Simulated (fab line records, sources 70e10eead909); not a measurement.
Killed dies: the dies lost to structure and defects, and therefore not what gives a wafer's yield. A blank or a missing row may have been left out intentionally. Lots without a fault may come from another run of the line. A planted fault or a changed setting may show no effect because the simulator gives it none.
fab line records | flow nandHarc
record lots=11 | wafers=33 | lastDay=34
route steps=1302 shown P_M1@317 P_M2@330 END@1302
lots with no fault: from the same line, run without faults
startH: hours from the record's first day to the start of the lot's first wafer shown | waitH: hours since the lot's step before | " the same as in the row above | L1.1+2: several wafers, shown together as one row | - value missing, or start not given | * or withheld: withheld | < > ~ a bound
route shown NAME@n: NAME is a module with steps in the file, n the number in the route of the first one | usual: the fault-free wafers' mean and standard deviation | same: alike in all rows | chamber/n: place in a boat | sites: each site's reading | _std_site: how widely they spread, as a standard deviation | _edge_site: the outer-site mean with the inner-site mean subtracted | radiusMm: how far each site lies from the wafer's centre | mask NAME#n: copy n | behind: tool/chamber where the wafer was last shaped | hold: why the lot was held/for how many hours/how that ended | device: which transistor (n, p or np) failed to switch | end of line: tests run on the same wafers once the route is complete | a step without rows: its recipe alone | killed: dies lost to structure and defects at the first sort, not the wafer's yield | map: shows each die of a wafer: x if killed, . if not, _ if none is there
set.NAME: the setting the step ran with; set.NAME@STEP: the setting that earlier step ran with | model.NAME: the simulator's own value behind a step, which no gauge read
the route's steps for a sample of lots (tables are steps, rows are wafers)
services: from which hour (startH, from the record's first day; less than 0 if before it) a tool's chamber was out of use, for how many hours, and why
## steps
# step NHARC_P_M1_DEP_33
# recipe targetThkA=300 | tempC=370 | targetThkNm=30 | pressureTorr=3 | flowSccm=200 | rfW=450 | material=SiCN
# usual heaterPowerW=576/84 | showerheadVppV=1327/76
lot.wafer | tool     | chamber | startH | waitH | heaterPowerW | showerheadVppV
L762.2    | pecvd-04 | 0       | 142.78 | 0.1   | 631          | 1227
L762.6    | "        | 2       | "      | "     | 424          | 1394
L762.5    | "        | 1       | "      | "     | 496          | 1284
L764.6    | pecvd-01 | 1       | 157.96 | 0.2   | 499          | 1268
L764.4    | "        | 2       | "      | "     | 651          | 1419
L764.5    | "        | 0       | "      | "     | 726          | 1423
L765.3    | pecvd-01 | 0       | 173.46 | 0.1   | 683          | 1459
L765.5    | "        | 2       | "      | "     | 613          | 1432
L765.6    | "        | 0       | "      | "     | 685          | 1422
L767.4    | pecvd-04 | 2       | 195.23 | 0.2   | 502          | 1382
L767.6    | "        | 0       | "      | "     | 633          | 1236
L767.5    | "        | 1       | "      | "     | 525          | 1277
L768.2    | pecvd-01 | 1       | 196.05 | 0.1   | 545          | 1258
L768.6    | "        | 1       | "      | "     | 550          | 1273
L768.5    | "        | 2       | "      | "     | 611          | 1426
L776.2    | pecvd-01 | 1       | 281.42 | 0.1   | 486          | 1286
L776.4    | "        | 1       | "      | "     | 475          | 1271
L776.6    | "        | 0       | "      | "     | 640          | 1441
L775.1    | pecvd-04 | 1       | 282.50 | 0.1   | 589          | 1296
L775.5    | "        | 2       | "      | "     | 419          | 1365
L775.6    | "        | 0       | "      | "     | 609          | 1214
L778.2    | pecvd-03 | 1       | 307.44 | 0.1   | 536          | 1393
L778.1    | "        | 2       | "      | "     | 662          | 1267
L778.3    | "        | 0       | "      | "     | 453          | 1274
L779.1    | pecvd-04 | 0       | 308.27 | 0.1   | 555          | 1229
L779.3    | "        | 2       | "      | "     | 503          | 1390
L779.4    | "        | 2       | "      | "     | 499          | 1353
L780.1    | pecvd-04 | 1       | 318.85 | 0.1   | 543          | 1284
L780.2    | "        | 2       | "      | "     | 462          | 1405
L780.4    | "        | 1       | "      | "     | 542          | 1278
L783.2    | pecvd-01 | 0       | 351.90 | 0.1   | 694          | 1438
L783.1    | "        | 1       | "      | "     | 601          | 1263
L783.6    | "        | 0       | "      | "     | 681          | 1431
# step NHARC_P_M2_INSPECT_11
# usual rawDefectCount=4.8/2.6
lot.wafer | tool             | chamber | startH | waitH | rawDefectCount
L762.2    | defectInspect-01 | -       | 143.99 | 0.0   | 8
L762.5    | "                | -       | "      | "     | 4
L762.6    | "                | -       | "      | "     | 6
L764.4    | defectInspect-02 | -       | 159.20 | 0.0   | 4
L764.5    | "                | -       | "      | "     | 5
L764.6    | "                | -       | "      | "     | 6
L765.3    | defectInspect-01 | -       | 174.75 | 0.0   | 977
L765.5    | "                | -       | "      | "     | 1004
L765.6    | "                | -       | "      | "     | 1038
L767.4    | defectInspect-01 | -       | 197.49 | 0.0   | 4
L767.5    | "                | -       | "      | "     | 3
L767.6    | "                | -       | "      | "     | 4
L768.2    | defectInspect-02 | -       | 197.52 | 0.0   | 1042
L768.5    | "                | -       | "      | "     | 1049
L768.6    | "                | -       | "      | "     | 1044
L776.2    | defectInspect-01 | -       | 282.80 | 0.0   | 1
L776.4    | "                | -       | "      | "     | 6
L776.6    | "                | -       | "      | "     | 2
L775.1    | defectInspect-02 | -       | 283.87 | 0.0   | 1
L775.5    | "                | -       | "      | "     | 6
L775.6    | "                | -       | "      | "     | 5
L778.1    | defectInspect-02 | -       | 308.81 | 0.0   | 8
L778.2    | "                | -       | "      | "     | 6
L778.3    | "                | -       | "      | "     | 4
L779.1    | defectInspect-02 | -       | 309.64 | 0.0   | 9
L779.3    | "                | -       | "      | "     | 5
L779.4    | "                | -       | "      | "     | 7
L780.1    | defectInspect-02 | -       | 320.18 | 0.0   | 9
L780.2    | "                | -       | "      | "     | 6
L780.4    | "                | -       | "      | "     | 1
L783.1    | defectInspect-01 | -       | 353.28 | 0.0   | 7
L783.2    | "                | -       | "      | "     | 5
L783.6    | "                | -       | "      | "     | 4
# step NHARC_P_M2_ETCH_35
# recipe targetDepthA=400 | overetchA=120 | timeS=43.94 | ionEnergyEv=200 | n2FlowSccm=150 | h2FlowSccm=150 | arFlowSccm=0 | rfW=400 | biasW=150 | chemistry=N2/H2
# usual drypumpMotorCurrentA=5.7/0.52 | h2FlowSccm=149.9/0.46 | oesProductAu=1.005/0.0078 | rfVppV=430.6/2.8 | showerheadPlenumPTorr=2.04/0.099 | throttleValvePct=14.171/0.0084
lot.wafer | tool       | chamber | startH | waitH | drypumpMotorCurrentA | h2FlowSccm | oesProductAu | rfHoursCounterH | rfVppV | showerheadPlenumPTorr | throttleValvePct
L762.2    | rieDiel-05 | 3       | 144.14 | 0.1   | 6.5                  | 149.9      | 1.010        | 3.8             | 437.0  | 2.20                  | 14.184
L762.6    | "          | 2       | "      | "     | 5.5                  | 150.1      | 0.994        | -               | 429.0  | 1.98                  | 14.173
L762.5    | "          | 3       | "      | "     | 6.4                  | 149.7      | 1.009        | -               | 433.3  | 2.20                  | 14.179
L764.4    | rieDiel-01 | 0       | 159.34 | 0.1   | 5.1                  | 150.2      | 1.007        | 6.0             | 426.9  | 1.91                  | 14.168
L764.6    | "          | 0       | "      | "     | 5.1                  | 149.8      | 1.011        | -               | 426.5  | 1.91                  | 14.180
L764.5    | "          | 1       | "      | "     | 6.2                  | 150.3      | 0.999        | -               | 430.4  | 2.00                  | 14.171
L765.3    | rieDiel-05 | 1       | 174.90 | 0.1   | 6.0                  | 149.7      | 1.019        | 4.6             | 429.7  | 2.04                  | 14.178
L765.5    | "          | 0       | "      | "     | 6.1                  | 149.0      | 1.012        | -               | 430.6  | 2.04                  | 14.180
L765.6    | "          | 1       | "      | "     | 5.9                  | 149.5      | 1.018        | -               | 430.9  | 2.04                  | 14.154
L767.4    | rieDiel-01 | 2       | 197.65 | 0.1   | 4.8                  | 149.7      | 0.992        | 6.8             | 435.7  | 2.20                  | 14.155
L767.5    | "          | 0       | "      | "     | 5.0                  | 149.8      | 1.004        | -               | 425.8  | 1.91                  | 14.173
L767.6    | "          | 1       | "      | "     | 6.2                  | 149.7      | 1.001        | -               | 430.2  | 2.00                  | 14.157
L768.2    | rieDiel-05 | 1       | 197.70 | 0.1   | 5.9                  | 149.9      | 1.005        | 6.1             | 431.8  | 2.04                  | 14.168
L768.5    | "          | 3       | "      | "     | 6.5                  | 150.5      | 1.001        | -               | 434.8  | 2.20                  | 14.175
L768.6    | "          | 1       | "      | "     | 6.0                  | 150.0      | 1.003        | -               | 431.3  | 2.04                  | 14.170
L776.2    | rieDiel-05 | 0       | 282.96 | 0.1   | 6.1                  | 150.4      | 1.021        | 1.6             | 431.1  | 2.04                  | 14.178
L776.4    | "          | 2       | "      | "     | 5.4                  | 150.5      | 1.006        | 1.7             | 429.5  | 1.98                  | 14.183
L776.6    | "          | 3       | "      | "     | 6.5                  | 150.6      | 1.005        | -               | 435.0  | 2.20                  | 14.180
L775.1    | rieDiel-05 | 1       | 284.03 | 0.1   | 5.9                  | 149.6      | 1.013        | 2.2             | 429.3  | 2.04                  | 14.180
L775.5    | "          | 2       | "      | "     | 5.5                  | 150.2      | 1.009        | -               | 429.3  | 1.98                  | 14.168
L775.6    | "          | 3       | "      | "     | 6.4                  | 150.5      | 1.000        | -               | 435.5  | 2.20                  | 14.176
L778.1    | rieDiel-05 | 1       | 308.95 | 0.1   | 6.0                  | 150.0      | 1.007        | 3.5             | 431.4  | 2.04                  | 14.189
L778.3    | "          | 2       | "      | "     | 5.5                  | 149.7      | 1.006        | 3.0             | 428.7  | 1.98                  | 14.177
L778.2    | "          | 3       | "      | "     | 6.5                  | 148.7      | 1.005        | 2.5             | 434.4  | 2.20                  | 14.169
L779.4    | rieDiel-05 | 2       | 309.80 | 0.1   | 5.5                  | 150.4      | 0.998        | 3.2             | 429.0  | 1.98                  | 14.152
L779.3    | "          | 3       | "      | "     | 6.4                  | 150.0      | 1.011        | 2.6             | 434.7  | 2.20                  | 14.161
L779.1    | "          | 0       | "      | "     | 6.1                  | 150.2      | 1.012        | 2.7             | 429.7  | 2.04                  | 14.174
L780.2    | rieDiel-06 | 1       | 320.33 | 0.1   | 5.1                  | 149.6      | 1.006        | 0.0             | 430.3  | 2.05                  | 14.169
L780.1    | "          | 2       | "      | "     | 5.5                  | 150.4      | 1.002        | 0.0             | 426.3  | 1.90                  | 14.160
L780.4    | "          | 3       | "      | "     | 5.7                  | 149.9      | 1.022        | 0.0             | 434.7  | 2.15                  | 14.173
L783.1    | rieDiel-01 | 0       | 353.43 | 0.1   | 5.1                  | 149.4      | 1.012        | 7.7             | 426.9  | 1.91                  | 14.171
L783.2    | "          | 1       | "      | "     | 6.2                  | 149.6      | 1.000        | 6.6             | 430.1  | 1.99                  | 14.163
L783.6    | "          | 0       | "      | "     | 5.1                  | 150.0      | 1.015        | -               | 426.6  | 1.91                  | 14.178
# step NHARC_P_M2_STRIP_18
# recipe powerW=1000 | n2FlowSccm=150 | h2FlowSccm=150 | arFlowSccm=0 | biasW=0 | chemistry=N2/H2
# usual drypumpMotorCurrentA=5.7/0.49 | h2FlowSccm=150.0/0.43 | oesProductAu=1.007/0.0089 | rfVppV=90.8/0.94 | showerheadPlenumPTorr=2.06/0.094 | throttleValvePct=14.171/0.0086
lot.wafer | tool       | chamber | startH | waitH | drypumpMotorCurrentA | h2FlowSccm | oesProductAu | rfHoursCounterH | rfVppV | showerheadPlenumPTorr | throttleValvePct
L762.2    | rieDiel-06 | 3       | 144.45 | 0.1   | 5.7                  | 149.6      | 1.021        | 0.1             | 91.2   | 2.16                  | 14.173
L762.5    | "          | 2       | "      | "     | 5.5                  | 150.5      | 1.006        | -               | 89.5   | 1.90                  | 14.178
L762.6    | "          | 3       | "      | "     | 5.7                  | 149.2      | 1.018        | -               | 91.5   | 2.16                  | 14.171
L764.4    | rieDiel-06 | 2       | 159.66 | 0.1   | 5.5                  | 150.2      | 1.007        | 1.8             | 90.6   | 1.90                  | 14.174
L764.5    | "          | 1       | "      | "     | 5.1                  | 149.3      | 0.997        | -               | 90.4   | 2.05                  | 14.172
L764.6    | "          | 2       | "      | "     | 5.5                  | 150.4      | 1.015        | -               | 89.8   | 1.90                  | 14.168
L765.3    | rieDiel-05 | 1       | 175.25 | 0.1   | 6.0                  | 150.1      | 1.006        | 4.7             | 91.6   | 2.04                  | 14.174
L765.5    | "          | 3       | "      | "     | 6.5                  | 149.9      | 0.999        | -               | 92.8   | 2.20                  | 14.172
L765.6    | "          | 0       | "      | "     | 6.1                  | 150.1      | 1.007        | -               | 89.5   | 2.04                  | 14.179
L767.4    | rieDiel-01 | 1       | 197.93 | 0.1   | 6.2                  | 150.5      | 1.005        | 7.0             | 90.0   | 2.00                  | 14.158
L767.6    | "          | 1       | "      | "     | 6.2                  | 149.9      | 1.001        | -               | 92.0   | 2.00                  | 14.183
L767.5    | "          | 2       | "      | "     | 4.8                  | 150.2      | 1.001        | -               | 91.3   | 2.20                  | 14.180
L768.2    | rieDiel-05 | 3       | 198.04 | 0.1   | 6.4                  | 149.8      | 1.001        | 6.9             | 91.4   | 2.20                  | 14.172
L768.6    | "          | 3       | "      | "     | 6.4                  | 149.4      | 1.010        | -               | 92.4   | 2.20                  | 14.172
L768.5    | "          | 0       | "      | "     | 6.1                  | 150.0      | 1.028        | -               | 91.1   | 2.04                  | 14.164
L776.2    | rieDiel-01 | 1       | 283.24 | 0.1   | 6.2                  | 150.3      | 1.001        | 3.9             | 91.7   | 2.00                  | 14.183
L776.4    | "          | 2       | "      | "     | 4.8                  | 149.9      | 1.006        | 4.3             | 92.5   | 2.20                  | 14.180
L776.6    | "          | 2       | "      | "     | 4.8                  | 149.6      | 1.006        | -               | 92.4   | 2.20                  | 14.175
L775.1    | rieDiel-06 | 2       | 284.39 | 0.1   | 5.5                  | 150.4      | 1.012        | 9.3             | 89.3   | 1.90                  | 14.170
L775.6    | "          | 3       | "      | "     | 5.7                  | 151.0      | 1.015        | -               | 90.7   | 2.15                  | 14.152
L775.5    | "          | 0       | "      | "     | 5.5                  | 150.3      | 1.002        | -               | 91.8   | 2.09                  | 14.186
L778.1    | rieDiel-05 | 1       | 309.25 | 0.1   | 6.0                  | 150.2      | 1.011        | 3.5             | 88.3   | 2.04                  | 14.150
L778.3    | "          | 2       | "      | "     | 5.5                  | 149.7      | 1.001        | 3.1             | 91.7   | 1.98                  | 14.169
L778.2    | "          | 3       | "      | "     | 6.4                  | 150.1      | 1.003        | 2.5             | 91.1   | 2.20                  | 14.170
L779.3    | rieDiel-05 | 1       | 310.10 | 0.1   | 6.0                  | 150.5      | 1.008        | 3.7             | 92.1   | 2.04                  | 14.173
L779.1    | "          | 2       | "      | "     | 5.5                  | 148.9      | 1.005        | 3.3             | 89.5   | 1.98                  | 14.166
L779.4    | "          | 3       | "      | "     | 6.5                  | 150.0      | 1.012        | 2.7             | 91.3   | 2.20                  | 14.174
L780.1    | rieDiel-01 | 1       | 320.62 | 0.1   | 6.2                  | 150.2      | 1.001        | 5.0             | 89.4   | 1.99                  | 14.172
L780.4    | "          | 2       | "      | "     | 4.8                  | 150.2      | 0.997        | 5.6             | 91.7   | 2.20                  | 14.185
L780.2    | "          | 0       | "      | "     | 5.0                  | 149.6      | 1.012        | 6.1             | 90.8   | 1.91                  | 14.164
L783.2    | rieDiel-06 | 2       | 353.77 | 0.1   | 5.5                  | 150.7      | 1.016        | 1.6             | 89.4   | 1.90                  | 14.192
L783.1    | "          | 3       | "      | "     | 5.8                  | 150.3      | 1.014        | 1.7             | 91.1   | 2.15                  | 14.167
L783.6    | "          | 0       | "      | "     | 5.5                  | 150.5      | 1.010        | -               | 90.6   | 2.09                  | 14.181
# step NHARC_P_M2_PRE_CLEAN_30
# recipe timeS=30 | tempC=280 | gas=H2/He
# usual heaterPowerW=400/46
lot.wafer | tool          | chamber | startH | waitH | heaterPowerW
L762.2    | pvdSputter-03 | -       | -      | -     | 354
L762.6    | "             | -       | "      | "     | 418
L762.5    | "             | -       | "      | "     | 379
L764.4    | pvdSputter-03 | -       | -      | -     | 355
L764.6    | "             | -       | "      | "     | 442
L764.5    | "             | -       | "      | "     | 346
L765.3    | pvdSputter-01 | -       | -      | -     | 392
L765.5    | "             | -       | "      | "     | 400
L765.6    | "             | -       | "      | "     | 331
L767.4    | pvdSputter-02 | -       | -      | -     | 425
L767.6    | "             | -       | "      | "     | 438
L767.5    | "             | -       | "      | "     | 389
L768.2    | pvdSputter-01 | -       | -      | -     | 401
L768.6    | "             | -       | "      | "     | 415
L768.5    | "             | -       | "      | "     | 336
L776.2    | pvdSputter-03 | -       | -      | -     | 429
L776.4    | "             | -       | "      | "     | 436
L776.6    | "             | -       | "      | "     | 427
L775.1    | pvdSputter-01 | -       | -      | -     | 457
L775.5    | "             | -       | "      | "     | 464
L775.6    | "             | -       | "      | "     | 416
L778.1    | pvdSputter-02 | -       | -      | -     | 420
L778.2    | "             | -       | "      | "     | 440
L778.3    | "             | -       | "      | "     | 422
L779.1    | pvdSputter-01 | -       | -      | -     | 322
L779.3    | "             | -       | "      | "     | 340
L779.4    | "             | -       | "      | "     | 458
L780.1    | pvdSputter-03 | -       | -      | -     | 437
L780.2    | "             | -       | "      | "     | 349
L780.4    | "             | -       | "      | "     | 415
L783.1    | pvdSputter-01 | -       | -      | -     | 306
L783.2    | "             | -       | "      | "     | 337
L783.6    | "             | -       | "      | "     | 420
# step NHARC_END_SORT_01
# recipe tempC=25
# usual defectLimitedYield=90.9/2.6 | killedAtArray=57/18 | killedAtOther=0.8/1 | killedAtPeriphery=3.9/2.8 | killedDies=62/18 | killedOpen=3.4/1.8 | killedShort=2.2/1.6
# same grossDies=677
lot.wafer | tool      | chamber | startH | waitH | defectLimitedYield[%] | killedAtArray | killedAtOther | killedAtPeriphery | killedDies | killedOpen | killedShort
L765.3    | prober-02 | 0       | 614.53 | 3.1   | 86.7                  | 20            | 3             | 67                | 90         | 2          | 4
L765.5    | prober-02 | 0       | 616.15 | 3.7   | 80.6                  | 30            | 1             | 100               | 131        | 2          | 6
L765.6    | prober-02 | 0       | 616.96 | 4.0   | 85.5                  | 25            | 0             | 73                | 98         | 6          | 1
L768.2    | prober-01 | 0       | 623.23 | 2.8   | 78.4                  | 44            | 2             | 100               | 146        | 4          | 0
L768.5    | prober-01 | 0       | 625.60 | 3.7   | 79.0                  | 45            | 1             | 96                | 142        | 2          | 1
L768.6    | prober-01 | 0       | 626.39 | 4.0   | 79.3                  | 40            | 1             | 99                | 140        | 3          | 1
L776.2    | prober-02 | 0       | 705.65 | 2.8   | 87.9                  | 82            | 0             | 0                 | 82         | 4          | 5
L776.4    | prober-02 | 0       | 707.24 | 3.4   | 88.2                  | 80            | 0             | 0                 | 80         | 5          | 1
L776.6    | prober-02 | 0       | 708.83 | 4.0   | 89.4                  | 71            | 0             | 1                 | 72         | 3          | 1
# killed by level:class
L765.3 P_M1:unspecified=64 A_CHANNEL_HOLE_D2:chamberFilmFlake=10 A_CHANNEL_HOLE_D1:chamberFilmFlake=3 THIN_TSV:chamberFilmFlake=3 A_CONTACT:chamberFilmFlake=2 P_CONTACT:geometricParticle:open=1 A_DECK1_JOINT:geometricParticle:short=1 A_CHANNEL_HOLE_D2:geometricParticle:open=1
L765.5 P_M1:unspecified=87 A_CHANNEL_HOLE_D2:chamberFilmFlake=13 P_GATE:chamberFilmFlake=11 A_CONTACT:chamberFilmFlake=4 A_SLIT:chamberFilmFlake=3 P_CONTACT:geometricParticle:short=1 A_SOURCE_PLATE:geometricParticle:open=1 A_ONON_D1:geometricParticle:short=1
L765.6 P_M1:unspecified=63 P_GATE:chamberFilmFlake=7 A_CHANNEL_HOLE_D2:chamberFilmFlake=6 A_CONTACT:chamberFilmFlake=4 A_STAIRCASE:chamberFilmFlake=3 A_DECK1_JOINT:geometricParticle:open=2 A_BLC:geometricParticle:open=2 A_CHANNEL_HOLE_D1:chamberFilmFlake=2
L768.2 P_M1:unspecified=100 A_SLIT:chamberFilmFlake=30 A_CHANNEL_HOLE_D2:chamberFilmFlake=5 A_CHANNEL_FILL_D1:geometricParticle:open=3 A_M0:chamberFilmFlake=2 THIN_TSV:chamberFilmFlake=2 A_ONON_D1:geometricParticle:open=1 A_CHANNEL_HOLE_D1:chamberFilmFlake=1
L768.5 P_M1:unspecified=91 A_SLIT:chamberFilmFlake=24 A_CHANNEL_HOLE_D2:chamberFilmFlake=10 P_CONTACT:chamberFilmFlake=5 A_CHANNEL_HOLE_D1:chamberFilmFlake=4 A_CONTACT:chamberFilmFlake=3 A_M1:geometricParticle:open=1 A_CHANNEL_FILL_D1:geometricParticle:short=1
L768.6 P_M1:unspecified=97 A_SLIT:chamberFilmFlake=22 A_CHANNEL_HOLE_D1:chamberFilmFlake=6 A_CHANNEL_HOLE_D2:chamberFilmFlake=4 A_CONTACT:chamberFilmFlake=2 A_ONON_D1:geometricParticle:open=1 A_DECK1_JOINT:geometricParticle:short=1 A_SLIT:geometricParticle:open=1
L776.2 A_CHANNEL_HOLE_D1:chamberFilmFlake=33 A_SLIT:chamberFilmFlake=31 A_CONTACT:chamberFilmFlake=6 A_DECK1_JOINT:geometricParticle:short=2 A_ONON_D2:geometricParticle:open=2 A_CHANNEL_FILL_D2:chamberFilmFlake=2 A_CHANNEL_FILL_D1:geometricParticle:short=1 A_CHANNEL_FILL_D2:geometricParticle:open=1
L776.4 A_CHANNEL_HOLE_D1:chamberFilmFlake=37 A_SLIT:chamberFilmFlake=25 A_CONTACT:chamberFilmFlake=8 A_CHANNEL_FILL_D1:geometricParticle:open=2 A_SOURCE_PLATE:geometricParticle:open=1 A_DECK1_JOINT:geometricParticle:open=1 A_CHANNEL_FILL_D2:geometricParticle:open=1 A_CONTACT:geometricParticle:short=1
L776.6 A_SLIT:chamberFilmFlake=33 A_CHANNEL_HOLE_D1:chamberFilmFlake=27 A_CONTACT:chamberFilmFlake=4 A_CHANNEL_FILL_D2:chamberFilmFlake=2 P_CONTACT:geometricParticle:open=1 A_CHANNEL_FILL_D2:geometricParticle:short=1 A_BLC:geometricParticle:open=1 A_M0:geometricParticle:open=1
## services
tool          | chamber | startH | hours | kind
rieDiel-06    | -       | 124.93 | 0.1   | repair
rieDiel-06    | -       | 130.27 | 9.0   | pm
pecvd-01      | -       | 130.45 | 13.0  | pm
rieDiel-05    | 0       | 134.22 | 4.4   | repair
pvdSputter-01 | -       | 147.10 | 2.9   | repair
rieDiel-05    | 2       | 155.74 | 2.8   | repair
pecvd-04      | -       | 158.73 | 3.2   | repair
rieDiel-01    | -       | 184.45 | 1.1   | repair
rieDiel-01    | -       | 198.81 | 0.7   | repair
rieDiel-01    | -       | 203.85 | 9.0   | pm
rieDiel-06    | 2       | 213.22 | 6.0   | repair
rieDiel-06    | 3       | 220.10 | 6.1   | repair
rieDiel-01    | -       | 225.96 | 3.8   | repair
pvdSputter-01 | -       | 226.00 | 10.0  | pm
rieDiel-05    | -       | 229.66 | 9.0   | pm
pecvd-04      | 1       | 230.66 | 6.3   | repair
rieDiel-05    | 2       | 240.45 | 12.0  | repair
pvdSputter-01 | -       | 259.55 | 2.5   | repair
pecvd-04      | -       | 269.22 | 13.0  | pm
rieDiel-06    | 2       | 294.14 | 7.0   | repair
rieDiel-06    | -       | 307.27 | 9.0   | pm
rieDiel-01    | -       | 308.35 | 1.8   | repair
pecvd-01      | -       | 308.66 | 0.9   | repair
pecvd-01      | -       | 311.45 | 13.0  | pm
## key
firstSign step=NHARC_P_M2_INSPECT_11 | reading=rawDefectCount | direction=up | sigmas=99+ | usual=4.8 | struck=1025.7
effect step=NHARC_END_SORT_01 | reading=killedAtPeriphery | direction=up | sigmas=30 | usual=3.9 | struck=89.2
moreKillsBornAt NHARC_P_M1_DEP_33@pecvd-01=502
metAt NHARC_P_M1_DEP_33
struckLots L765,L768
notActingAt NHARC_P_M2_ETCH_35,NHARC_P_M2_STRIP_18,NHARC_P_M2_PRE_CLEAN_30
onsetBetween 157.96 173.46
fault kind=chamberParticleSource | tool=pecvd-01 | chamber=- | onsetH=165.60 | steps=NHARC_P_M1_DEP_33 | ratePerVisitCm2=1.5719 | endH=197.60
